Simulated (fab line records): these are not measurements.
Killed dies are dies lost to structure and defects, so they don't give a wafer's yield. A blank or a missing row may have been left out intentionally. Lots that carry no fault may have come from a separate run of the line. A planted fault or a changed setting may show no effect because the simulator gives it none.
fab line records	flow n5_finfet	part 2 of 2: steps 24 to 31 of 31
[record] lots = 5	wafers = 15	last_day = 17
route steps=1938 shown WELL_APT@46 PMOS_HMC_CHANNEL_EPI@57
lots untouched by any fault: they come from a run of this same line in which no faults occurred
start_h: hours from the record's opening day to when the first of the lot's shown wafers began	wait_h: time in hours since the lot's previous step	" the same as in the row above	L1.1+2: several wafers, shown together as one row	- no value present, or no start provided	* or withheld: withheld	< > ~ a bound
route shown NAME@n: a module of which the file shows steps, and the number in the route of the first	usual: mean/standard deviation of fault-free wafers	same: alike in all rows	chamber/n: place in a boat	sites: per-site readings	_std_site: the standard deviation of these	_edge_site: inner sites' mean taken away from outer sites' mean	radius_mm: how far each site lies from the wafer's centre	mask NAME#n: copy n	behind: tool/chamber where the wafer was last shaped	hold: reason for holding the lot/hours on hold/outcome of the hold	device: whichever transistor did not switch (one of n, p or np)	end of line: at the end of the route, the tests of the same wafers	where a step has no rows: the recipe by itself	killed: the dies lost at the first sort to structure and to defects; this is not the yield of the wafer	map: dies across one wafer; x = killed, . = not, _ = none there
set.NAME: setting as actually run; set.NAME@STEP: the setting as run at that earlier step	model.NAME: the simulator's own value behind a step, which no gauge read
a table for each step, a row for each wafer; lots at some steps of the route
services: a tool's chamber out of use, with start hour (start_h, from the record's first day; less than 0 if before it), hours out, and reason
[[steps]]
[step N5_PMOS_HMC_CHANNEL_EPI_ETCH_32]
[recipe] chemistry = N2/H2	target = BARC	stop_on = SiO2	target_depth_a = 858	over_etch_frac = 0.3	time_s = 50.3	ion_energy_ev = 200	mask_material = CAR-ArF-block	pressure_mtorr = 30	source_w = 840	bias_w = 150	n2_flow_sccm = 200	h2_flow_sccm = 200
[usual] drypump_motor_current_A = 5.7/0.52	oes_product_au = 0.69/0.073	rf_fwd_power_W = 830/3.3	rf_vpp_V = 523.9/2.5	showerhead_plenum_p_Torr = 2.54/0.083	throttle_valve_pct = 17.76/0.19
lot.wafer	tool	chamber	start_h	wait_h	drypump_motor_current_A	oes_product_au	rf_fwd_power_W	rf_hours_counter_h	rf_vpp_V	showerhead_plenum_p_Torr	throttle_valve_pct
L074.1	rie_diel-02	1	17.38	0.0	6.1	0.61	829	222	522.2	2.51	18.00
L074.2	"	3	"	"	5.6	0.63	830	155	527.5	2.65	17.93
L074.3	"	2	"	"	6.0	0.61	834	227	523.7	2.50	18.07
L086.3	rie_diel-01	0	89.81	0.0	5.7	0.66	825	121	528.0	2.66	18.10
L086.4	"	1	"	"	5.8	0.66	836	-	520.2	2.45	17.57
L086.5	"	0	"	"	5.7	0.65	821	-	526.8	2.66	18.09
L088.2	rie_diel-01	2	102.40	0.0	5.0	0.72	828	49	520.7	2.49	17.64
L088.3	"	0	"	"	5.8	0.66	827	124	526.3	2.66	18.11
L088.6	"	3	"	"	4.7	0.72	834	-	522.4	2.48	17.65
L095.2	rie_diel-02	0	144.10	0.0	6.0	0.62	829	209	524.6	2.52	17.92
L095.3	"	3	"	"	5.6	0.60	833	195	526.6	2.64	17.99
L095.6	"	0	"	"	6.0	0.61	828	-	523.7	2.52	17.92
L096.1	rie_diel-06	0	149.60	0.0	5.8	0.84	831	2	523.0	2.49	17.45
L096.2	"	1	"	"	6.6	0.77	826	39	528.0	2.69	17.82
L096.5	"	3	"	"	5.9	0.74	827	-	523.3	2.48	17.57
[step N5_PMOS_HMC_CHANNEL_EPI_HM_OPEN_15]
[recipe] chemistry = CHF3/O2	target = SiO2	mask_material = CAR-ArF-block	target_depth_a = 406	CHF3_flow_sccm = 50	O2_flow_sccm = 5	Ar_flow_sccm = 200	time_s = 20.3	pressure_mtorr = 30	source_w = 650	bias_w = 170	ion_energy_ev = 200
[usual] O2_flow_sccm = 5.001/0.013	drypump_motor_current_A = 5.7/0.53	oes_product_au = 0.81/0.092	rf_fwd_power_W = 644.5/2.1	rf_vpp_V = 524/6.7	showerhead_plenum_p_Torr = 2.40/0.079	throttle_valve_pct = 18.76/0.2
lot.wafer	tool	chamber	start_h	wait_h	O2_flow_sccm	drypump_motor_current_A	oes_product_au	rf_fwd_power_W	rf_hours_counter_h	rf_vpp_V	showerhead_plenum_p_Torr	throttle_valve_pct
L074.1	rie_diel-02	1	17.43	0.0	4.995	6.1	0.70	643.5	222	520	2.39	19.13
L074.2	"	3	"	"	5.019	5.6	0.73	644.6	155	525	2.50	18.84
L074.3	"	2	"	"	4.988	6.0	0.71	645.1	227	522	2.38	19.12
L086.3	rie_diel-01	0	89.85	0.0	5.022	5.7	0.76	641.0	121	532	2.53	19.03
L086.4	"	1	"	"	4.981	5.8	0.76	646.4	-	513	2.32	18.53
L086.5	"	0	"	"	5.002	5.7	0.77	639.1	-	533	2.53	19.02
L088.2	rie_diel-01	2	102.45	0.0	4.979	4.9	0.85	644.7	49	522	2.35	18.58
L088.3	"	0	"	"	4.998	5.7	0.76	644.8	124	533	2.52	19.03
L088.6	"	3	"	"	5.009	4.7	0.85	643.7	-	524	2.33	18.62
L095.2	rie_diel-02	0	144.14	0.0	4.968	5.9	0.71	642.2	209	519	2.39	18.99
L095.3	"	3	"	"	5.000	5.6	0.70	643.8	195	524	2.48	18.89
L095.6	"	0	"	"	4.982	5.9	0.72	641.1	-	519	2.39	18.99
L096.1	rie_diel-06	0	149.64	0.0	5.025	5.8	1.02	644.4	2	519	2.37	18.56
L096.2	"	1	"	"	4.983	6.6	0.90	641.6	39	539	2.55	18.86
L096.5	"	3	"	"	4.998	5.9	0.87	645.1	-	521	2.36	18.62
[step N5_PMOS_HMC_CHANNEL_EPI_STRIP_33]
[recipe] chemistry = N2/H2	power_w = 500	temp_c = 40	pressure_mtorr = 50	rf_frequency_hz = 6e+07	overash_fraction = 0.3	bias_power_w = 8	h2_frac = 0.5	n2_flow_sccm = 300	h2_flow_sccm = 300
[usual] drypump_motor_current_A = 5.7/0.53	oes_product_au = 0.81/0.09	power_w = 500.2/1.5	rf_vpp_V = 54.2/1.8	showerhead_plenum_p_Torr = 3.35/0.11	throttle_valve_pct = 18.85/0.29
lot.wafer	tool	chamber	start_h	wait_h	drypump_motor_current_A	oes_product_au	power_w	rf_hours_counter_h	rf_vpp_V	showerhead_plenum_p_Torr	throttle_valve_pct
L074.1	rie_diel-02	1	17.48	0.0	6.1	0.70	500.6	222	53.0	3.31	18.81
L074.2	"	3	"	"	5.5	0.73	500.9	155	53.6	3.50	19.12
L074.3	"	2	"	"	6.0	0.72	498.6	227	50.2	3.31	19.03
L086.3	rie_diel-01	0	89.90	0.0	5.7	0.77	500.0	121	50.1	3.51	19.56
L086.4	"	1	"	"	5.8	0.79	498.0	-	55.0	3.24	18.60
L086.5	"	0	"	"	5.7	0.78	500.3	-	56.5	3.51	19.55
L088.2	rie_diel-01	2	102.50	0.0	5.0	0.86	499.1	49	53.4	3.29	18.83
L088.3	"	0	"	"	5.7	0.78	500.3	124	53.3	3.51	19.54
L088.6	"	3	"	"	4.7	0.84	501.3	-	52.1	3.27	18.61
L095.2	rie_diel-02	0	144.20	0.0	6.0	0.72	499.3	209	53.7	3.33	18.83
L095.3	"	3	"	"	5.6	0.70	500.1	195	56.1	3.48	19.23
L095.6	"	0	"	"	5.9	0.72	500.7	-	55.4	3.33	18.81
L096.1	rie_diel-06	0	149.70	0.0	5.8	1.01	500.7	2	52.1	3.30	18.35
L096.2	"	1	"	"	6.6	0.90	502.3	39	55.7	3.55	18.98
L096.5	"	3	"	"	5.9	0.87	504.3	-	56.7	3.28	18.68
[step N5_PMOS_HMC_CHANNEL_EPI_STRIP_17]
[recipe] chemistry = SPM	time_s = 750	temp_c = 130	h2so4_h2o2_vol_ratio = 4	dry = ipa_marangoni
lot.wafer	tool	chamber	start_h	wait_h
L074.1+2+3	wet_bench-03	0,7,1	17.55	-
L086.3+4+5	wet_bench-06	3,0,7	89.97	-
L088.2+3+6	wet_bench-06	0,6,1	102.57	-
L095.2+3+6	wet_bench-06	2,7,3	144.26	-
L096.1+2+5	wet_bench-06	1,6,5	149.77	-
[step N5_PMOS_HMC_CHANNEL_EPI_ETCH_38]
[recipe] chemistry = CF4	target = SiO2	target_depth_a = 15	ion_energy_ev = 350	pressure_mtorr = 10	icp_w = 800	bias_w = 400	cf4_flow_sccm = 80
[usual] drypump_motor_current_A = 5.7/0.49	oes_product_au = 0.993/0.011	rf_fwd_power_W = 783/4.1	throttle_valve_pct = 21.81/0.24
lot.wafer	tool	chamber	start_h	wait_h	drypump_motor_current_A	oes_product_au	rf_fwd_power_W	rf_hours_counter_h	throttle_valve_pct
L074.1	rie_si-03	2	17.82	0.0	5.8	0.998	778	34	22.11
L074.2	"	3	"	"	5.9	1.007	776	156	21.65
L074.3	"	1	"	"	5.4	0.984	781	3	21.83
L086.3	rie_si-04	3	90.22	0.0	6.2	0.975	785	6	21.33
L086.4	"	2	"	"	6.0	0.988	788	192	21.84
L086.5	"	0	"	"	5.5	0.979	780	-	21.70
L088.2	rie_si-04	3	102.80	0.0	6.1	0.992	789	6	21.32
L088.3	"	1	"	"	4.8	0.985	783	112	21.94
L088.6	"	3	"	"	6.2	0.984	783	-	21.33
L095.2	rie_si-05	3	144.50	0.0	6.0	1.019	789	125	22.15
L095.3	"	1	"	"	6.3	0.998	780	139	22.14
L095.6	"	1	"	"	6.3	0.993	776	-	22.13
L096.1	rie_si-04	2	150.02	0.0	6.0	0.995	789	193	21.87
L096.2	"	3	"	"	6.1	0.993	784	7	21.34
L096.5	"	3	"	"	6.1	0.992	785	-	21.34
[step N5_PMOS_HMC_CHANNEL_EPI_FIN_RECESS_16]
[recipe] chemistry = HBr/Cl2	target = Si	mask_material = SiO2	target_depth_a = 540	time_s = 18	pressure_mtorr = 10	icp_w = 800	bias_w = 75	HBr_flow_sccm = 150	Cl2_flow_sccm = 80
[usual] drypump_motor_current_A = 5.7/0.49	oes_product_au = 0.993/0.012	rf_fwd_power_W = 795/3	throttle_valve_pct = 35.51/0.25
lot.wafer	tool	chamber	start_h	wait_h	drypump_motor_current_A	oes_product_au	rf_fwd_power_W	rf_hours_counter_h	throttle_valve_pct
L074.1	rie_si-03	2	17.84	0.0	5.8	0.992	794	34	35.90
L074.2	"	3	"	"	5.8	0.999	795	156	35.31
L074.3	"	1	"	"	5.4	0.974	791	3	35.60
L086.3	rie_si-04	3	90.24	0.0	6.2	0.979	796	6	35.09
L086.4	"	2	"	"	6.0	0.995	795	192	35.71
L086.5	"	0	"	"	5.5	0.986	790	-	35.26
L088.2	rie_si-04	3	102.82	0.0	6.1	0.982	792	6	35.08
L088.3	"	1	"	"	4.8	0.994	788	112	35.64
L088.6	"	3	"	"	6.1	0.974	794	-	35.08
L095.2	rie_si-05	3	144.52	0.0	6.1	1.014	793	125	35.79
L095.3	"	1	"	"	6.3	0.985	791	139	35.71
L095.6	"	1	"	"	6.3	0.993	792	-	35.69
L096.1	rie_si-04	2	150.05	0.0	6.0	1.000	798	193	35.71
L096.2	"	3	"	"	6.2	0.982	797	7	35.07
L096.5	"	3	"	"	6.2	0.983	796	-	35.09
[step N5_PMOS_HMC_CHANNEL_EPI_PRECLEAN_36]
[recipe] chemistry = O3/DIW	time_s = 45	temp_c = 22	o3_ppm = 10
lot.wafer	tool	chamber	start_h	wait_h
L074.1+2+3	wet_bench-06	4,0,2	17.94	0.1
L086.3+4+5	wet_bench-03	3,4,2	90.34	0.1
L088.2+3+6	wet_bench-03	5,6,3	102.92	0.1
L095.2+3+6	wet_bench-06	3,5,0	144.62	0.1
L096.1+2+5	wet_bench-06	3,6,1	150.18	0.1
[step N5_PMOS_HMC_CHANNEL_EPI_PRECLEAN_18]
[recipe] chemistry = DHF	time_s = 30	temp_c = 25	dilution = withheld
lot.wafer	tool	chamber	start_h	wait_h
L074.1+2+3	wet_bench-06	4,0,2	17.96	0.0
L086.3+4+5	wet_bench-03	3,4,2	90.36	0.0
L088.2+3+6	wet_bench-03	5,6,3	102.94	0.0
L095.2+3+6	wet_bench-06	3,5,0	144.63	0.0
L096.1+2+5	wet_bench-06	3,6,1	150.20	0.0
[[services]]
tool	chamber	start_h	hours	kind
pecvd-04	-	-7.57	1.0	repair
implanter-02	-	-0.73	1.2	repair
wet_bench-06	-	3.38	1.9	pm
implanter-01	-	7.91	4.2	pm
implanter-01	-	23.98	0.8	repair
implanter-01	-	31.77	17.7	repair
arfi_scanner-03	-	33.38	3.9	pm
rie_diel-01	-	40.32	0.4	repair
wet_bench-05	-	47.45	4.0	repair
implanter-01	-	60.17	4.3	repair
implanter-01	-	75.08	5.7	repair
rie_diel-01	3	89.53	8.7	repair
rie_diel-01	3	103.31	18.9	repair
rie_diel-02	2	105.26	7.6	repair
arfi_scanner-03	-	109.32	1.0	pm
arfi_scanner-03	-	111.00	1.3	pm
rie_diel-06	0	115.84	5.3	repair
rie_diel-06	1	128.14	16.7	repair
arfi_scanner-03	-	129.25	0.8	pm
rie_diel-02	2	132.32	6.3	repair
pecvd-04	-	133.72	14.6	pm
rie_diel-06	2	142.69	23.3	repair
rie_si-04	1	143.87	14.4	repair
implanter-02	-	150.17	4.4	repair
